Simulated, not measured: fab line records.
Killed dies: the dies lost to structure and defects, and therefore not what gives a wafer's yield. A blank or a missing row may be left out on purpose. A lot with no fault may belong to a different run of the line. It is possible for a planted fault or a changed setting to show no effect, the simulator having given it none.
The tool behind it: which one? | flow n5-finfet | Sampling: 24 lots, 72 wafers, 2 of 1938 route steps

## WHAT EACH GAUGE READ, for each wafer
N5_BEOL_M15_OVL_MEAS_29. Usual: M15_OVL typically reads 6 nm, with standard deviation 5.9.
lot  | measured     | on         | M15_OVL (nm) | flag
L074 | day 12 05:49 | overlay-01 | 8 5 2        |
L075 | day 12 13:55 | overlay-02 | -5 -13 1     |
L077 | day 12 17:25 | overlay-01 | 6 1 5        |
L076 | day 13 00:38 | overlay-01 | 9 10 1       |
L078 | day 13 06:38 | overlay-02 | 8 7 8        |
L080 | day 13 09:17 | overlay-01 | 5 6 7        |
L079 | day 13 10:30 | overlay-02 | 3 5 1        |
L081 | day 13 23:49 | overlay-02 | -3 7 11      |
L083 | day 14 13:53 | overlay-01 | 10 1 14      |
L082 | day 14 14:30 | overlay-01 | 9 12 10      |
L084 | day 15 07:16 | overlay-01 | 20 9 19      |
L085 | day 15 11:20 | overlay-02 | -2 9 7       |
L089 | day 15 12:32 | overlay-01 | 13 7 6       |
L086 | day 15 17:11 | overlay-02 | 10 6 9       |
L087 | day 15 17:44 | overlay-01 | 1 11 21      |
L088 | day 15 20:03 | overlay-02 | 7 -10 -10    |
L091 | day 16 15:41 | overlay-02 | -2 -5 4      |
L090 | day 16 19:11 | overlay-01 | 3 12 4       |
L092 | day 16 19:31 | overlay-02 | 1 10 5       |
L094 | day 17 04:25 | overlay-01 | 5 6 5        |
L093 | day 17 22:47 | overlay-01 | 7 3 0        |
L095 | day 17 23:00 | overlay-02 | 1 6 1        |
L096 | day 18 04:18 | overlay-02 | 2 -3 5       |
L097 | day 18 09:25 | overlay-01 | 9 13 17      |

N5_BEOL_M15_INSPECT_30: inspects for defects (macro). Usual: 2 for raw-defect-count, sd 1.4.
lot  | measured     | on                | raw-defect-count | flag
L074 | day 12 05:50 | defect-inspect-01 | 0 2 3            |
L075 | day 12 13:56 | defect-inspect-01 | 0 2 1            |
L077 | day 12 17:26 | defect-inspect-01 | 1 0 2            |
L076 | day 13 00:40 | defect-inspect-02 | 4 3 1            |
L078 | day 13 06:40 | defect-inspect-02 | 1 0 2            |
L080 | day 13 09:19 | defect-inspect-01 | 1 3 1            |
L079 | day 13 10:31 | defect-inspect-02 | 5 1 3            |
L081 | day 13 23:50 | defect-inspect-01 | 2 5 3            |
L083 | day 14 13:54 | defect-inspect-01 | 3 1 2            |
L082 | day 14 14:31 | defect-inspect-02 | 3 2 1            |
L084 | day 15 07:17 | defect-inspect-02 | 0 2 2            |
L085 | day 15 11:22 | defect-inspect-01 | 1 4 1            |
L089 | day 15 12:34 | defect-inspect-02 | 3 1 2            |
L086 | day 15 17:13 | defect-inspect-01 | 1 1 0            |
L087 | day 15 17:46 | defect-inspect-02 | 2 4 0            |
L088 | day 15 20:04 | defect-inspect-02 | 6 1 3            |
L091 | day 16 15:43 | defect-inspect-02 | 4 4 1            |
L090 | day 16 19:12 | defect-inspect-02 | 4 1 4            |
L092 | day 16 19:46 | defect-inspect-02 | 2 1 2            |
L094 | day 17 04:26 | defect-inspect-02 | 3 0 4            |
L093 | day 17 22:49 | defect-inspect-01 | 0 2 2            |
L095 | day 17 23:02 | defect-inspect-01 | 1 4 2            |
L096 | day 18 04:19 | defect-inspect-01 | 3 1 1            |
L097 | day 18 09:26 | defect-inspect-01 | 2 2 3            |

## TOOL THAT RAN EACH LOT (tool first, then ch and the chambers of the sampled wafers, then the start)
No process step before these readings appears in the record.

## WHAT THE TOOLS THEMSELVES READ (means of the sampled wafers that have a number; where no wafer has one, the mark that the record gives instead)
The record holds no such reading with a usual standard deviation.

## THE ANSWER, worked out from the rows above alone
Rule: a lot counts as off when the mean over its wafers that have a number is more than 3 standard deviations away from the usual mean. Also off: a lot with no number at a reading for which 4 or more lots have one. The other lots that the step has rows for count as sound. After the gauges, taken in route order, come the tools' own readings; for these a lot's mean is taken, as printed above. At the first step where some lot is off, the reading lying furthest off is the one used; lots without a number count as furthest.
No lot is off at any reading shown: from this, nothing can be told.

## WHAT HAD BEEN PUT IN BY THE SIMULATOR
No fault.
